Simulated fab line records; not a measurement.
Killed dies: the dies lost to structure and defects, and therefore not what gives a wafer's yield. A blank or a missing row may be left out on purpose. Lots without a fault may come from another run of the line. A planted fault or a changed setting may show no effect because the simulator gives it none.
Which tool was responsible? :: flow n5 finfet :: 10 lots, 30 wafers sampled, at 4 steps of a route of 1938

## WHAT THE GAUGES SHOWED, per wafer
N5_BEOL_M10_OVL_MEAS_12. Usual: M10_OVL typically reads 0.5 nm, with standard deviation 0.77.
lot: L831
measured: day 10 19:03
on: overlay-02
M10_OVL (nm): 1.1 0.7 0.5
flag: 

lot: L833
measured: day 11 13:34
on: overlay-01
M10_OVL (nm): 1.3 0.9 1.2
flag: 

lot: L834
measured: day 11 13:45
on: overlay-01
M10_OVL (nm): 1.0 1.5 0.1
flag: 

lot: L835
measured: day 11 17:20
on: overlay-01
M10_OVL (nm): 0.7 0.9 -0.3
flag: 

lot: L836
measured: day 12 17:20
on: overlay-02
M10_OVL (nm): 1.1 -0.1 -0.9
flag: 

lot: L844
measured: day 14 04:49
on: overlay-01
M10_OVL (nm): -0.3 0.9 0.7
flag: 

lot: L846
measured: day 14 13:48
on: overlay-01
M10_OVL (nm): 1.2 1.8 1.0
flag: 

lot: L851
measured: day 15 17:28
on: overlay-01
M10_OVL (nm): -0.6 -0.9 -1.3
flag: 

lot: L854
measured: day 16 08:31
on: overlay-01
M10_OVL (nm): 1.2 -0.1 -0.4
flag: 

lot: L853
measured: day 16 09:11
on: overlay-01
M10_OVL (nm): 0.3 0.7 0.0
flag: 

N5_BEOL_M10_CD_MEAS_28: the cd target is 70 nm. Usual: cd nm 70.2 nm, standard deviation 0.85.
lot: L831
measured: day 10 22:52
on: cd sem-02
cd nm (nm): 69.1 68.8 67.9
flag: 

lot: L833
measured: day 11 15:55
on: cd sem-01
cd nm (nm): 69.7 68.0 68.2
flag: 

lot: L834
measured: day 11 16:21
on: cd sem-03
cd nm (nm): 70.8 71.1 71.0
flag: 

lot: L835
measured: day 11 19:17
on: cd sem-02
cd nm (nm): 70.5 70.2 70.8
flag: 

lot: L836
measured: day 12 18:47
on: cd sem-03
cd nm (nm): 70.4 70.0 71.0
flag: 

lot: L844
measured: day 14 06:41
on: cd sem-03
cd nm (nm): 72.9 73.5 69.5
flag: 

lot: L846
measured: day 14 18:32
on: cd sem-03
cd nm (nm): 72.9 68.7 69.8
flag: 

lot: L851
measured: day 15 18:52
on: cd sem-02
cd nm (nm): 69.0 70.2 69.7
flag: 

lot: L854
measured: day 16 09:56
on: cd sem-02
cd nm (nm): 72.0 70.9 70.6
flag: 

lot: L853
measured: day 16 10:11
on: cd sem-02
cd nm (nm): 71.9 69.7 70.5
flag: 

N5_BEOL_M10_OVL_MEAS_29. Usual: V9_OVL typically reads 0.3 nm, with standard deviation 0.67.
lot: L831
measured: day 10 22:53
on: overlay-01
V9_OVL (nm): -0.2 1.1 0.3
flag: 

lot: L833
measured: day 11 15:57
on: overlay-01
V9_OVL (nm): 0.1 0.1 -1.4
flag: 

lot: L834
measured: day 11 16:23
on: overlay-02
V9_OVL (nm): 0.8 -0.1 0.5
flag: 

lot: L835
measured: day 11 19:19
on: overlay-01
V9_OVL (nm): 0.5 0.0 -0.8
flag: 

lot: L836
measured: day 12 18:49
on: overlay-01
V9_OVL (nm): 1.9 0.4 1.8
flag: 

lot: L844
measured: day 14 06:43
on: overlay-01
V9_OVL (nm): 1.0 0.6 0.6
flag: 

lot: L846
measured: day 14 18:34
on: overlay-01
V9_OVL (nm): 0.3 0.5 0.3
flag: 

lot: L851
measured: day 15 18:53
on: overlay-02
V9_OVL (nm): 0.0 0.3 0.0
flag: 

lot: L854
measured: day 16 09:58
on: overlay-02
V9_OVL (nm): 0.3 -0.7 0.8
flag: 

lot: L853
measured: day 16 10:13
on: overlay-01
V9_OVL (nm): -1.1 -0.3 0.1
flag: 

## WHICH TOOL RAN EACH LOT (tool, then ch and the chambers of the sampled wafers, then the start)
lot: L831
N5_BEOL_M10_PEB_26: litho track-01 ch 0, day 10 22:48

lot: L833
N5_BEOL_M10_PEB_26: litho track-01 ch 0, day 11 15:51

lot: L834
N5_BEOL_M10_PEB_26: litho track-05 ch 0, day 11 16:17

lot: L835
N5_BEOL_M10_PEB_26: litho track-05 ch 0, day 11 19:13

lot: L836
N5_BEOL_M10_PEB_26: litho track-02 ch 0, day 12 18:43

lot: L844
N5_BEOL_M10_PEB_26: litho track-01 ch 0, day 14 06:37

lot: L846
N5_BEOL_M10_PEB_26: litho track-01 ch 0, day 14 18:28

lot: L851
N5_BEOL_M10_PEB_26: litho track-02 ch 0, day 15 18:47

lot: L854
N5_BEOL_M10_PEB_26: litho track-05 ch 0, day 16 09:52

lot: L853
N5_BEOL_M10_PEB_26: litho track-05 ch 0, day 16 10:07
- N5_BEOL_M10_PEB_26: peb time 60 s.

## AS READ BY THE TOOLS THEMSELVES (means over the sampled wafers that have a number; for cases with no such wafer, the mark the record gives instead)
N5_BEOL_M10_PEB_26. Usual: resist line temp C 22.99 C, standard deviation 0.096.
lot: L831
tool: litho track-01
resist line temp C (C): 23.05
flag: 

lot: L833
tool: litho track-01
resist line temp C (C): 22.95
flag: 

lot: L834
tool: litho track-05
resist line temp C (C): 22.95
flag: 

lot: L835
tool: litho track-05
resist line temp C (C): 23.04
flag: 

lot: L836
tool: litho track-02
resist line temp C (C): 22.99
flag: 

lot: L844
tool: litho track-01
resist line temp C (C): 23.03
flag: 

lot: L846
tool: litho track-01
resist line temp C (C): 22.87
flag: 

lot: L851
tool: litho track-02
resist line temp C (C): 23.01
flag: 

lot: L854
tool: litho track-05
resist line temp C (C): 22.93
flag: 

lot: L853
tool: litho track-05
resist line temp C (C): 22.95
flag: 

## THE ANSWER, worked out from the rows above alone
Rule: a lot counts as off when the mean over its wafers that have a number is more than 3 standard deviations away from the usual mean. A lot without any number at a reading at which 4 lots or more have one is off too. The other lots that the step has rows for count as sound. The gauges are gone through in route order, then the tools' own readings, and for those a lot's mean is taken as printed above. The first step at which some lot is off is used, and at that step the reading that is off furthest; a lot without a number counts as furthest.
No lot is off at any reading shown: from this, nothing can be told.

## WHAT THE SIMULATOR PUT IN
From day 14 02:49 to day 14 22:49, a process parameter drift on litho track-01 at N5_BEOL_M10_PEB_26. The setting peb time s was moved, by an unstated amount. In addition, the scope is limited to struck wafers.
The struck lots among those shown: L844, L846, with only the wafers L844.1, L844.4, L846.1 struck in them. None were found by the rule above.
